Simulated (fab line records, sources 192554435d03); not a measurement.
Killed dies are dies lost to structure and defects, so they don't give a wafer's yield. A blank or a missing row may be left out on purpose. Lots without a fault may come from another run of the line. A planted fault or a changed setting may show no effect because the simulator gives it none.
Split-lot experiment | flow n5_finfet | 7 lots, 21 wafers read, on a route of 1938 steps

THE SPLIT
At N5_BEOL_M1_TRENCH_ETCH_37 (etches SiOC in C4F6/O2, target depth 55.207 nm, time 29 s), the setting time_s was moved away from the recipe's 29 s on 5 of the 21 wafers read, by -18.4% to +21.4%. The other wafers ran this setting at the recipe's value.

FROM THE SPLIT TO THE READING: what the file shows between them, 2 steps
- N5_BEOL_M1_ETCH_41: etches SiCN in CH3F/O2, target depth 31.9 nm, time 57.8 s
- N5_BEOL_M1_STRIP_97: strips in N2/H2, time 10 s

THE READING
trench_depth_nm, in nm, at N5_BEOL_M1_OCD_MEAS_38. Fault-free wafers of this fab line usually give 55.2 nm, standard deviation 1.2 nm.

wafer  | tool, chamber at the split | time_s as run, s | against the recipe | trench_depth_nm, nm | against lot-mates on the recipe
L074.1 | rie_diel-03, 1             | 29               | recipe             | 55.6                | -
L074.2 | rie_diel-03, 0             | 29               | recipe             | 57.0                | -
L074.5 | rie_diel-03, 3             | 29               | recipe             | 55.2                | -
L078.1 | rie_diel-03, 2             | 29               | recipe             | 55.8                | -
L078.3 | rie_diel-03, 3             | 29               | recipe             | 54.8                | -
L078.6 | rie_diel-03, 3             | 23.65            | -18.4%             | 44.2                | -11.1
L080.1 | rie_diel-03, 3             | 29               | recipe             | 55.2                | -
L080.4 | rie_diel-03, 1             | 29               | recipe             | 54.4                | -
L080.5 | rie_diel-03, 2             | 29               | recipe             | 56.0                | -
L083.3 | rie_diel-01, 1             | 35.21            | +21.4%             | 68.6                | +15.3
L083.5 | rie_diel-01, 3             | 29               | recipe             | 53.3                | -
L083.6 | rie_diel-01, 2             | 35.21            | +21.4%             | 67.9                | +14.6
L085.1 | rie_diel-01, 3             | 29               | recipe             | 55.0                | -
L085.5 | rie_diel-01, 2             | 29               | recipe             | 57.3                | -
L085.6 | rie_diel-01, 1             | 29               | recipe             | 57.3                | -
L088.2 | rie_diel-03, 3             | 29               | recipe             | 55.3                | -
L088.5 | rie_diel-03, 0             | 29               | recipe             | 55.2                | -
L088.6 | rie_diel-03, 1             | 29               | recipe             | 55.5                | -
L097.1 | rie_diel-03, 3             | 29               | recipe             | 53.7                | -
L097.2 | rie_diel-03, 0             | 30.96            | +6.8%              | 58.2                | +4.5
L097.6 | rie_diel-03, 0             | 30.96            | +6.8%              | 58.5                | +4.8

THE FIT
A straight line over all 21 wafers: trench_depth_nm changes by +0.593 nm for each +1% of time_s; r = +0.98; the points scatter about the line by 1.1 nm.
The same after taking each lot's own level away (the mean of its wafers on the recipe; 21 wafers): +0.669 nm for each +1%; r = +0.99; scatter 0.7 nm.
On that fit, the largest move of time_s shifts the reading by 14 nm.
The lots' own levels span 53.30 to 56.53 nm, that is 2.7 times the standard deviation above.
So the lot-to-lot level changes the slope: the two fits differ.
Check: with one of the wafers moved furthest among these (+21.4%) left out of the fit, the line predicts +14 nm for it against its lot-mates. It came out at +15.3 nm against them.

THE WHOLE CHAIN: every reading that the file lists as answering this split, in the file's order
step                      | what it does                                              | reading                                                                   | change (the file's fit)               | r (the file's)
N5_BEOL_M1_TRENCH_ETCH_37 | etches SiOC in C4F6/O2, target depth 55.207 nm, time 29 s | etch.depth_nm (the simulator's own value, which no gauge read)            | +0.645 nm for each +1% of the setting | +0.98
N5_BEOL_M1_TRENCH_ETCH_37 | etches SiOC in C4F6/O2, target depth 55.207 nm, time 29 s | BEOL_M1.feature_depth_nm (the simulator's own value, which no gauge read) | +0.645 nm for each +1% of the setting | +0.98
N5_BEOL_M1_OCD_MEAS_38    |                                                           | trench_depth_nm                                                           | +0.656 nm for each +1% of the setting | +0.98

THE FILE'S OWN FIT
trench_depth_nm changes by +0.656 nm for each +1% of time_s, r = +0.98.
